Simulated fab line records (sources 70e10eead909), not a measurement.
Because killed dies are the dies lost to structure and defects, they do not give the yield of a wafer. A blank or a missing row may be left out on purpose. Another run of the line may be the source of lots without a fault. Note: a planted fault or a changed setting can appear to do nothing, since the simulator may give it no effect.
Matching of chambers || flow nandHarc || 3 sister chambers for NHARC_A_SGD_CUT_DEP_00 on pecvd-03
The step deposits SiNx, target thk 50 nm. 3 wafers are shown with their chamber, then 10 later ones without.

WAFERS PAIRED WITH THEIR CHAMBERS
{"wafer": "L081.5", "chamber": 1, "heaterPowerW (W)": 542}
{"wafer": "L085.1", "chamber": 0, "heaterPowerW (W)": 790}
{"wafer": "L085.2", "chamber": 2, "heaterPowerW (W)": 659}

WAFERS WHOSE CHAMBER IS MISSING
{"wafer": "L085.5", "heaterPowerW (W)": 662}
{"wafer": "L088.2", "heaterPowerW (W)": 869}
{"wafer": "L088.4", "heaterPowerW (W)": 610}
{"wafer": "L088.5", "heaterPowerW (W)": 637}
{"wafer": "L091.2", "heaterPowerW (W)": 806}
{"wafer": "L091.4", "heaterPowerW (W)": 557}
{"wafer": "L091.5", "heaterPowerW (W)": 672}
{"wafer": "L094.1", "heaterPowerW (W)": 562}
{"wafer": "L094.2", "heaterPowerW (W)": 662}
{"wafer": "L094.4", "heaterPowerW (W)": 577}

WHICH CHAMBER EACH ONE RAN IN
{"wafer": "L085.5", "from the rows above": 2, "in truth": 2}
{"wafer": "L088.2", "from the rows above": 0, "in truth": 0}
{"wafer": "L088.4", "from the rows above": "can't be placed: 2 or 1", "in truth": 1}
{"wafer": "L088.5", "from the rows above": 2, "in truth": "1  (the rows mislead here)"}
{"wafer": "L091.2", "from the rows above": 0, "in truth": 0}
{"wafer": "L091.4", "from the rows above": 1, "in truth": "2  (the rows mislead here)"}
{"wafer": "L091.5", "from the rows above": 2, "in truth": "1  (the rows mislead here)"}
{"wafer": "L094.1", "from the rows above": 1, "in truth": 1}
{"wafer": "L094.2", "from the rows above": 2, "in truth": 2}
{"wafer": "L094.4", "from the rows above": "can't be placed: 1 or 2", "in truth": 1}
Placed correctly: 5 of 10. These rows do not allow placing 2 (true chamber among the candidates in 2). Number placed wrongly: 3.
How it was worked out, from the rows above alone: a wafer's distance from a chamber is the root of the sum, over the readings, of the square of ((its reading less the chamber's mean) divided by the reading's scatter). If the next closest chamber is less than 2 further off than the closest, the wafer can't be placed; otherwise it belongs to the closest. The mean given for a chamber averages the wafers shown for that chamber. The scatter: with one shown wafer a chamber, the root of the mean of the squares of how far each hidden wafer lies from its nearest shown one.
